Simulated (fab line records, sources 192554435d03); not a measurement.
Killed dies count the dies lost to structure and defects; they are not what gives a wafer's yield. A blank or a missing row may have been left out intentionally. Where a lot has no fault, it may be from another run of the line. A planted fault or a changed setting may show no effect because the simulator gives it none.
fab line records	flow n5_finfet
record lots=10	wafers=30	last_day=18
route steps=1938 shown DUMMY_GATE@249 SPACER0@259 SD_EPI_N@271 SD_EPI_P@320 BEOL_M4@1111 PASSIVATION@1936
lots with no fault: from the same line, run without faults
start_h: the number of hours between the record's first day and the start of the first shown wafer of the lot	wait_h: hours elapsed since this lot's preceding step	" same as the row above	L1.1+2: a row that stands for several wafers	- value missing, or start not given	* or withheld: withheld	< > ~ a bound
route shown NAME@n: a module of which the file shows steps, and the number in the route of the first	usual: mean and standard deviation over wafers with no fault	same: alike in all rows	chamber/n: place in a boat	sites: the reading at each site	_std_site: the standard deviation of these	_edge_site: mean of outer sites minus mean of inner sites	radius_mm: how far each site lies from the wafer's centre	mask NAME#n: copy n	behind: the most recent tool/chamber to have shaped the wafer	hold: reason for holding the lot/hours on hold/outcome of the hold	device: the transistor (n, p or np) that didn't switch	end of line: at the end of the route, the tests of the same wafers	a step given without rows: its recipe and nothing more	killed: dies lost to structure and defects at the first sort, not the wafer's yield	map: the dies of a wafer, with x for killed, . for not killed, _ for no die there
set.NAME: the setting as run; set.NAME@STEP: as run at that earlier step	model.NAME: the simulator's own value behind a step, which no gauge read
steps of the route over a sample of lots; a table a step, a row a wafer
services: from which hour (start_h, from the record's first day; less than 0 if before it) a tool's chamber was out of use, for how many hours, and why
## steps
# step N5_DUMMY_GATE_CD_MEAS_24
# recipe target_cd_nm=15
# usual cd_nm=15.2/0.42
lot.wafer	tool	chamber	start_h	wait_h	cd_nm
L397.1	cd_sem-02	-	49.59	0.1	15.4
L397.3	"	-	"	"	16.2
L397.6	"	-	"	"	14.9
L399.1	cd_sem-01	-	61.15	0.1	15.2
L399.4	"	-	"	"	14.9
L399.5	"	-	"	"	15.2
L401.1	cd_sem-02	-	73.82	0.1	15.4
L401.3	"	-	"	"	15.0
L401.4	"	-	"	"	15.6
L402.1	cd_sem-01	-	80.18	0.1	15.3
L402.4	"	-	"	"	15.5
L402.6	"	-	"	"	15.5
L403.1	cd_sem-03	-	83.36	0.1	14.7
L403.4	"	-	"	"	14.8
L403.6	"	-	"	"	15.1
L404.1	cd_sem-02	-	92.58	0.1	15.4
L404.3	"	-	"	"	15.8
L404.4	"	-	"	"	15.2
L409.1	cd_sem-03	-	121.19	0.1	15.3
L409.5	"	-	"	"	14.9
L409.6	"	-	"	"	15.0
L410.1	cd_sem-01	-	128.79	0.1	15.9
L410.2	"	-	"	"	15.0
L410.5	"	-	"	"	14.8
L411.1	cd_sem-03	-	135.72	0.1	15.0
L411.3	"	-	"	"	14.8
L411.6	"	-	"	"	14.7
L412.2	cd_sem-01	-	136.54	0.1	15.1
L412.3	"	-	"	"	14.9
L412.6	"	-	"	"	15.0
# step N5_SPACER0_ALD_00
# recipe material=SiOCN	target_thk_a=35	temp_c=400	ald_precursor_family=alkyl-aminosilane	ald_co_reactant=O2/N2-plasma	pulse_time_s=3	purge_time_s=2	co_reactant_purge_time_s=2	ald_cycles=58	pressure_torr=2
# usual ald_cycles=58/0	heater_power_w=856/86	precursor_pulse_height_rel=0.997/0.021
lot.wafer	tool	chamber	start_h	wait_h	ald_cycles	heater_power_w	precursor_pulse_height_rel
L397.1	ald_sin-02	0	50.32	0.1	58	784	1.002
L397.3	"	1	"	"	58	827	1.050
L397.6	"	2	"	"	58	852	1.014
L399.1	ald_sin-02	3	61.63	0.1	58	851	1.006
L399.4	"	1	"	"	58	835	0.981
L399.5	"	1	"	"	58	828	1.010
L401.1	ald_sin-02	1	74.32	0.1	58	827	1.008
L401.3	"	3	"	"	58	862	1.015
L401.4	"	0	"	"	58	791	1.007
L402.1	ald_sin-02	3	80.68	0.1	58	850	0.958
L402.4	"	1	"	"	58	811	0.982
L402.6	"	2	"	"	58	830	0.976
L403.1	ald_sin-01	0	85.23	0.1	58	1092	0.945
L403.4	"	3	"	"	58	956	0.999
L403.6	"	3	"	"	58	971	0.978
L404.1	ald_sin-04	1	93.11	0.1	58	796	1.023
L404.3	"	0	"	"	58	739	0.956
L404.4	"	2	"	"	58	982	0.987
L409.1	ald_sin-04	1	122.17	0.1	58	784	0.987
L409.5	"	2	"	"	58	967	0.994
L409.6	"	1	"	"	58	788	0.996
L410.1	ald_sin-04	3	129.43	0.1	68	869	0.991
L410.2	"	2	"	"	68	971	1.016
L410.5	"	1	"	"	68	767	0.973
L411.1	ald_sin-01	3	136.19	0.1	58	886	1.013
L411.3	"	2	"	"	58	825	0.991
L411.6	"	3	"	"	58	860	1.002
L412.2	ald_sin-04	2	138.67	0.1	68	961	0.992
L412.3	"	1	"	"	68	804	0.996
L412.6	"	3	"	"	68	882	1.013
# step N5_SPACER0_ALD_08
# recipe material=SiNx	target_thk_a=20	temp_c=400	ald_precursor_family=SiH2I2	ald_co_reactant=N2/H2-plasma	pressure_torr=2
# usual heater_power_w=857/87
lot.wafer	tool	chamber	start_h	wait_h	heater_power_w
L397.1	ald_sin-02	0	50.58	0.1	805
L397.3	"	1	"	"	830
L397.6	"	2	"	"	836
L399.1	ald_sin-02	3	61.89	0.1	873
L399.4	"	1	"	"	833
L399.5	"	1	"	"	808
L401.1	ald_sin-02	1	74.58	0.1	845
L401.3	"	3	"	"	853
L401.4	"	0	"	"	783
L402.1	ald_sin-02	3	80.94	0.1	846
L402.4	"	1	"	"	827
L402.6	"	2	"	"	826
L403.1	ald_sin-01	0	85.48	0.1	1094
L403.4	"	3	"	"	952
L403.6	"	3	"	"	964
L404.1	ald_sin-04	1	93.37	0.1	782
L404.3	"	0	"	"	753
L404.4	"	2	"	"	966
L409.1	ald_sin-04	1	122.43	0.1	785
L409.5	"	2	"	"	999
L409.6	"	1	"	"	793
L410.1	ald_sin-04	3	129.69	0.1	880
L410.2	"	2	"	"	983
L410.5	"	1	"	"	780
L411.1	ald_sin-01	3	136.45	0.1	882
L411.3	"	2	"	"	824
L411.6	"	3	"	"	880
L412.2	ald_sin-04	2	138.93	0.1	992
L412.3	"	1	"	"	793
L412.6	"	3	"	"	901
# step N5_SD_EPI_N_OVL_MEAS_10
# recipe points_per_wafer=44
# usual SD_N_BLK_OVL=-0.5/0.72
lot.wafer	tool	chamber	start_h	wait_h	SD_N_BLK_OVL[nm]
L397.1	overlay-01	0	51.16	0.0	-0.8
L397.3	"	0	"	"	-0.2
L397.6	"	0	"	"	-0.9
L399.1	overlay-01	0	62.47	0.0	-0.6
L399.4	"	0	"	"	-0.6
L399.5	"	0	"	"	-0.7
L401.1	overlay-01	0	75.04	0.0	-0.6
L401.3	"	0	"	"	-0.7
L401.4	"	0	"	"	-0.5
L402.1	overlay-02	0	81.53	0.0	-1.0
L402.4	"	0	"	"	-1.2
L402.6	"	0	"	"	-1.0
L403.1	overlay-01	0	86.07	0.0	0.8
L403.4	"	0	"	"	-0.2
L403.6	"	0	"	"	0.2
L404.1	overlay-01	0	93.95	0.0	-0.8
L404.3	"	0	"	"	-1.4
L404.4	"	0	"	"	-1.3
L409.1	overlay-01	0	123.02	0.0	-1.8
L409.5	"	0	"	"	-0.3
L409.6	"	0	"	"	0.6
L410.1	overlay-02	0	130.15	0.0	1.0
L410.2	"	0	"	"	-0.6
L410.5	"	0	"	"	0.3
L411.1	overlay-02	0	136.91	0.0	1.6
L411.3	"	0	"	"	-0.1
L411.6	"	0	"	"	0.4
L412.2	overlay-02	0	139.56	0.0	-0.7
L412.3	"	0	"	"	0.3
L412.6	"	0	"	"	-0.2
# step N5_SD_EPI_P_VAPOR_ETCH_44
# recipe chemistry=NF3/Ar	target=SiGe30	temp_c=25	time_s=3.3	mode=isotropic
lot.wafer	tool	chamber	start_h	wait_h
L397.1+3+6	epi_rpcvd-04	0	56.90	0.1
L399.1+4+5	epi_rpcvd-01	0	68.39	0.2
L401.1+3+4	epi_rpcvd-04	0	81.24	0.1
L402.1+4+6	epi_rpcvd-03	0	90.00	0.1
L403.1+4+6	epi_rpcvd-04	0	92.88	0.2
L404.1+3+4	epi_rpcvd-03	0	101.41	0.1
L409.1+5+6	epi_rpcvd-03	0	129.50	0.1
L410.1+2+5	epi_rpcvd-04	0	135.83	0.1
L411.1+3+6	epi_rpcvd-01	0	142.94	0.1
L412.2+3+6	epi_rpcvd-04	0	145.52	0.1
# step N5_BEOL_M4_RC_MEAS_101
# usual DIBL_N=35.8/1.7	DIBL_P=35.3/2	IOFF_N=0.150/0.026	IOFF_P=0.194/0.029	ION_N=667/11	ION_P=456/7.1	REXT_N=75.7/1.8	SS_N=71.4/0.65	SS_P=73.1/0.64	VT_N=251/3	VT_P=-252/3.2
lot.wafer	tool	chamber	start_h	wait_h	DIBL_N[mV/V]	DIBL_P[mV/V]	IOFF_N[nA/um]	IOFF_P[nA/um]	ION_N[uA/um]	ION_P[uA/um]	REXT_N[ohm.um]	SS_N[mV/dec]	SS_P[mV/dec]	VT_N[mV]	VT_P[mV]
L397.1	prober-01	0	209.88	0.0	36.5	36.8	0.156	0.193	678	461	75.8	72.2	73.0	253	-252
L397.3	"	0	"	"	32.5	32.0	0.103	0.136	649	447	76.1	70.9	71.8	258	-258
L397.6	"	0	"	"	35.6	36.5	0.150	0.190	675	466	74.9	71.2	74.1	250	-254
L399.1	prober-02	0	223.98	0.0	36.1	36.4	0.148	0.197	663	452	74.4	71.0	73.3	252	-252
L399.4	"	0	"	"	36.0	36.0	0.150	0.196	671	462	73.4	71.1	73.4	253	-255
L399.5	"	0	"	"	37.7	37.8	0.173	0.228	666	457	74.5	72.4	74.0	247	-250
L401.1	prober-02	0	244.26	0.0	36.4	35.5	0.157	0.188	673	457	78.4	71.0	72.8	251	-249
L401.3	"	0	"	"	37.6	37.3	0.187	0.220	688	463	78.8	71.5	73.7	246	-249
L401.4	"	0	"	"	34.9	33.0	0.123	0.159	658	450	77.4	70.8	73.2	256	-253
L402.1	prober-02	0	248.07	0.0	33.9	32.9	0.125	0.150	669	448	70.8	71.4	72.4	255	-255
L402.4	"	0	"	"	31.8	31.0	0.097	0.135	644	443	71.7	69.8	72.2	256	-257
L402.6	"	0	"	"	34.2	33.7	0.125	0.157	662	453	71.5	71.0	72.5	253	-254
L403.1	prober-02	0	260.43	0.0	34.8	34.4	0.118	0.165	659	450	73.3	70.4	72.9	254	-255
L403.4	"	0	"	"	35.6	35.2	0.126	0.167	649	448	73.8	71.1	72.2	254	-256
L403.6	"	0	"	"	34.6	33.4	0.110	0.152	638	445	72.7	70.9	72.4	257	-259
L404.1	prober-02	0	269.99	0.0	34.0	35.8	0.141	0.208	676	468	76.0	70.9	72.7	250	-249
L404.3	"	0	"	"	32.6	33.2	0.123	0.172	667	458	72.8	70.8	71.9	251	-251
L404.4	"	0	"	"	36.1	38.3	0.184	0.250	680	468	74.7	71.3	73.2	247	-243
L410.1	prober-01	0	286.95	0.0	32.5	35.2	0.106	0.199	646	460	81.5	70.7	73.0	255	-251
L410.2	"	0	"	"	33.7	37.0	0.113	0.220	633	453	84.1	71.6	72.8	256	-250
L410.5	"	0	"	"	33.5	36.0	0.111	0.210	637	459	84.0	71.0	73.7	256	-250
L409.1	prober-02	0	307.71	0.4	36.6	34.3	0.161	0.192	668	456	76.2	72.1	74.2	251	-252
L409.5	"	0	"	"	35.7	35.7	0.151	0.210	677	458	77.2	72.2	73.4	249	-251
L409.6	"	0	"	"	35.0	32.6	0.134	0.162	659	449	76.0	71.6	72.8	253	-255
L412.2	prober-02	0	313.86	0.2	33.3	38.5	0.122	0.264	643	463	84.3	70.9	74.5	249	-245
L412.3	"	0	"	"	34.0	37.5	0.118	0.230	654	470	81.1	71.0	74.1	254	-247
L412.6	"	0	"	"	32.4	36.8	0.102	0.226	635	465	82.5	70.7	73.5	255	-248
L411.1	prober-01	0	317.67	0.0	38.3	35.3	0.186	0.213	669	456	75.3	72.2	73.8	247	-252
L411.3	"	0	"	"	36.9	34.6	0.161	0.204	677	466	75.4	71.9	73.9	249	-251
L411.6	"	0	"	"	37.8	34.8	0.171	0.199	688	464	75.1	72.1	73.1	248	-250
# step N5_PASSIVATION_PROBE_49
# usual defect_limited_yield=91.5/1.4	killed_at_M0_to_M3=34/11	killed_at_M4_up=15/6	killed_at_contacts=11/5.9	killed_at_front_end=37/11	killed_at_other=3.6/2.9	killed_dies=101/17	killed_open=66/12	killed_short=33/7.8	sort_bin_5_function=5.0/0.97	sort_bin_6_memory=3.2/0.65	sort_bin_8_speed=0.02/0.2	sort_n_pass=1079/17	sort_yield_pct=91.4/1.4
# same gross_dies=1180	killed_at_back_side=0	sort_bin_4_leakage[%]=0
lot.wafer	tool	chamber	start_h	wait_h	defect_limited_yield[%]	killed_at_M0_to_M3	killed_at_M4_up	killed_at_contacts	killed_at_front_end	killed_at_other	killed_dies	killed_open	killed_short	sort_bin_5_function[%]	sort_bin_6_memory[%]	sort_bin_8_speed[%]	sort_n_pass	sort_yield_pct[%]
L410.1	prober-01	-	392.37	0.0	91.4	44	13	8	36	0	101	63	37	5.3	3.0	1.02	1067	90.4
L410.2	prober-01	-	392.42	0.1	92.6	17	16	9	40	5	87	55	32	4.5	2.7	3.14	1056	89.5
L410.5	prober-01	-	392.57	0.2	91.3	43	18	7	31	4	103	69	32	5.3	2.9	0.68	1069	90.6
L412.2	prober-01	-	423.70	0.1	93.0	19	4	19	36	5	83	49	32	3.3	3.6	0.34	1093	92.6
L412.3	prober-01	-	423.75	0.1	91.4	29	16	12	40	5	102	60	39	5.5	3.0	0	1078	91.4
L412.6	prober-01	-	423.90	0.3	93.7	19	11	6	36	2	74	46	25	3.4	2.5	0.85	1096	92.9
# killed by level:class
L410.1 BEOL_M0_SAQP:geometric_particle:short=19 STI_FIN_REVEAL:geometric_particle:open=10 BEOL_M0_SAQP:geometric_particle:open=9 BEOL_M1:geometric_particle:open=7 BEOL_M4:geometric_particle:open=7 DUMMY_GATE:geometric_particle:open=6 FIN_SAQP:geometric_particle:open=5 BEOL_M3:geometric_particle:open=5
L410.2 STI_FIN_REVEAL:geometric_particle:open=8 BEOL_M4:geometric_particle:open=8 GATE_CUT:geometric_particle:short=7 MOL_CONTACT_COAG:geometric_particle:open=7 FIN_SAQP:geometric_particle:open=6 DUMMY_GATE:geometric_particle:open=4 GATE_CUT:geometric_particle:open=4 BEOL_M3:geometric_particle:open=4
L410.5 BEOL_M4:geometric_particle:open=13 BEOL_M0_SAQP:geometric_particle:short=10 BEOL_M3:geometric_particle:open=10 BEOL_M2:geometric_particle:open=9 STI_FIN_REVEAL:geometric_particle:open=8 MOL_CONTACT_COAG:geometric_particle:open=6 BEOL_M0_SAQP:geometric_particle:open=6 FIN_SAQP:geometric_particle:open=5
L412.2 MOL_CONTACT_COAG:geometric_particle:open=13 FIN_SAQP:geometric_particle:short=12 STI_FIN_REVEAL:geometric_particle:open=8 BEOL_M0_SAQP:geometric_particle:open=8 MOL_CONTACT_COAG:geometric_particle:short=5 BEOL_M0_SAQP:geometric_particle:short=4 STARTING-WAFER:geometric_particle:open=4 FIN_SAQP:geometric_particle:open=3
L412.3 BEOL_M2:geometric_particle:open=10 STI_FIN_REVEAL:geometric_particle:open=8 MOL_CONTACT_COAG:geometric_particle:open=8 BEOL_M4:geometric_particle:open=8 FIN_SAQP:geometric_particle:short=6 STI_FIN_REVEAL:geometric_particle:short=4 BEOL_M0_SAQP:geometric_particle:short=4 SPACER0:geometric_particle:open=4
L412.6 FIN_SAQP:geometric_particle:short=7 FIN_SAQP:geometric_particle:open=7 MOL_CONTACT_COAG:geometric_particle:open=6 BEOL_M0_SAQP:geometric_particle:open=5 BEOL_M4:geometric_particle:open=5 BEOL_M2:geometric_particle:open=4 STI_FIN_REVEAL:geometric_particle:open=3 ILD0:geometric_particle:open=3
## services
tool	chamber	start_h	hours	kind
ald_sin-02	0	78.91	3.3	repair
ald_sin-01	-	85.61	14.0	pm
ald_sin-01	0	85.61	14.0	vent_cycle
ald_sin-01	1	85.61	14.0	vent_cycle
ald_sin-01	2	85.61	14.0	vent_cycle
ald_sin-01	3	85.61	14.0	vent_cycle
ald_sin-01	0	99.61	-	clean
ald_sin-01	1	99.61	-	clean
ald_sin-01	2	99.61	-	clean
ald_sin-01	3	99.61	-	clean
epi_rpcvd-03	-	140.36	28.1	pm
## key
first_sign step=N5_SPACER0_ALD_00	reading=ald_cycles	direction=up	sigmas=99+	usual=*	struck=*
effect step=N5_BEOL_M4_RC_MEAS_101	reading=REXT_N	direction=up	sigmas=3.9	usual=75.7	struck=82.9
effect step=N5_BEOL_M4_RC_MEAS_101	reading=ION_N	direction=down	sigmas=2.3	usual=667	struck=641
effect step=N5_BEOL_M4_RC_MEAS_101	reading=DIBL_N	direction=down	sigmas=1.5	usual=35.8	struck=33.2
effect step=N5_BEOL_M4_RC_MEAS_101	reading=IOFF_N	direction=down	sigmas=1.5	usual=0.150	struck=0.112
effect step=N5_PASSIVATION_PROBE_49	reading=sort_bin_8_speed	direction=up	sigmas=4.9	usual=0.02	struck=1.00	wafers_moved=4
met_at N5_SPACER0_ALD_00,N5_SD_EPI_P_VAPOR_ETCH_44
struck_lots L410,L412
not_acting_at N5_DUMMY_GATE_CD_MEAS_24,N5_SPACER0_ALD_08,N5_SD_EPI_N_OVL_MEAS_10
onset_between 122.17 129.43
fault kind=process_parameter_drift	tool=ald_sin-04	chamber=-	onset_h=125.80	steps=N5_SPACER0_ALD_00	channel=ald_cycles	offset=*	shape=step	end_h=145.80	acts_in=*	stated=*
fault kind=process_parameter_drift	tool=epi_rpcvd-04	chamber=-	onset_h=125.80	steps=N5_SD_EPI_P_VAPOR_ETCH_44	channel=time_s	offset=*	shape=step	end_h=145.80	acts_in=*	stated=*
